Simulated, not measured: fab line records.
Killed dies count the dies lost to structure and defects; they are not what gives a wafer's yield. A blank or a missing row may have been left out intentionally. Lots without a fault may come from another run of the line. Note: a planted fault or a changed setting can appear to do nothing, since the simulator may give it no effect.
Which tool did it? | flow n5Finfet | 36 wafers from 12 lots sampled at 3 of the route's 1938 steps

== WHAT EACH GAUGE READ, for each wafer ==
N5_BEOL_M0_SAQP_OVL_MEAS_41.
lot  | measured     | on         | M0_CUT1_OVL (nm)
L075 | day 6 04:13  | overlay-01 | -0.4 1.3 -0.5
L077 | day 6 11:23  | overlay-02 | 1.5 2.6 3.1
L079 | day 6 22:38  | overlay-02 | 0.8 0.9 -1.1
L081 | day 7 12:04  | overlay-02 | 0.0 -0.2 0.4
L083 | day 7 22:16  | overlay-02 | 1.6 1.8 1.0
L085 | day 8 12:04  | overlay-02 | 1.5 0.1 1.2
L087 | day 8 21:13  | overlay-01 | 0.5 0.1 0.0
L090 | day 9 14:26  | overlay-01 | -0.3 -0.2 1.3
L091 | day 9 20:24  | overlay-02 | 0.7 -0.2 2.2
L093 | day 10 08:20 | overlay-01 | 0.7 0.0 -0.1
L095 | day 10 21:42 | overlay-02 | -0.9 0.0 0.4
L097 | day 11 06:43 | overlay-01 | 0.9 1.3 0.8

== EACH LOT AND THE TOOL THAT RAN IT (in order: tool; ch and the chambers of the sampled wafers; start) ==
lot  | N5_BEOL_M0_SAQP_SPACER2_ALD_26   | N5_BEOL_M0_SAQP_SPACER2_ETCHBACK_27
L075 | aldSin-01 ch 0,1,3, day 6 02:50  | rieDiel-04 ch 0,1,2, day 6 03:32
L077 | aldSin-03 ch 1,2,3, day 6 10:16  | rieDiel-04 ch 2,3, day 6 10:49
L079 | aldSin-01 ch 0,2, day 6 21:25    | rieDiel-04 ch 0,3, day 6 22:06
L081 | aldSin-01 ch 0,3, day 7 10:50    | rieDiel-04 ch 1,2,3, day 7 11:23
L083 | aldSin-02 ch 1,2, day 7 21:10    | rieDiel-01 ch 0,3, day 7 21:43
L085 | aldSin-02 ch 0,3, day 8 10:51    | rieDiel-01 ch 1,2,3, day 8 11:24
L087 | aldSin-01 ch 1,2, day 8 19:59    | rieDiel-03 ch 0,1, day 8 20:32
L090 | aldSin-03 ch 1,2,3, day 9 13:12  | rieDiel-01 ch 0,1,2, day 9 13:45
L091 | aldSin-03 ch 1,3, day 9 19:10    | rieDiel-03 ch 1,3, day 9 19:43
L093 | aldSin-01 ch 0,1,2, day 10 07:07 | rieDiel-03 ch 0,2, day 10 07:40
L095 | aldSin-02 ch 0,1,2, day 10 20:27 | rieDiel-03 ch 0,1,2, day 10 21:02
L097 | aldSin-02 ch 0,1, day 11 05:37   | rieDiel-03 ch 0,1,2, day 11 06:10
- N5_BEOL_M0_SAQP_SPACER2_ALD_26: deposits SiO2, target thk 15 nm, pulse time 1 s, purge time 2 s.
- N5_BEOL_M0_SAQP_SPACER2_ETCHBACK_27: etches SiO2 in CHF3/O2, target depth 22.5 nm, time 11.25 s.

== THE ANSWER, worked out from the rows above alone ==
Rule: usual is defined by the lots themselves. The widest of any qualifying gaps counts: lots, ordered by their means at a reading, are off when they make up no more than a third of the lots, leave a main group of 4 or more, and stand apart from it by 3 or more times the standard deviation of that group's means. Not used: any main group whose means are identical at the precision the tables above print for the reading. A lot without any number at a reading at which 4 lots or more have one is off too. The other lots that the step has rows for count as sound.
None of the lots is off at any reading shown; this tells nothing.

== WHAT THE SIMULATOR HAD PUT IN ==
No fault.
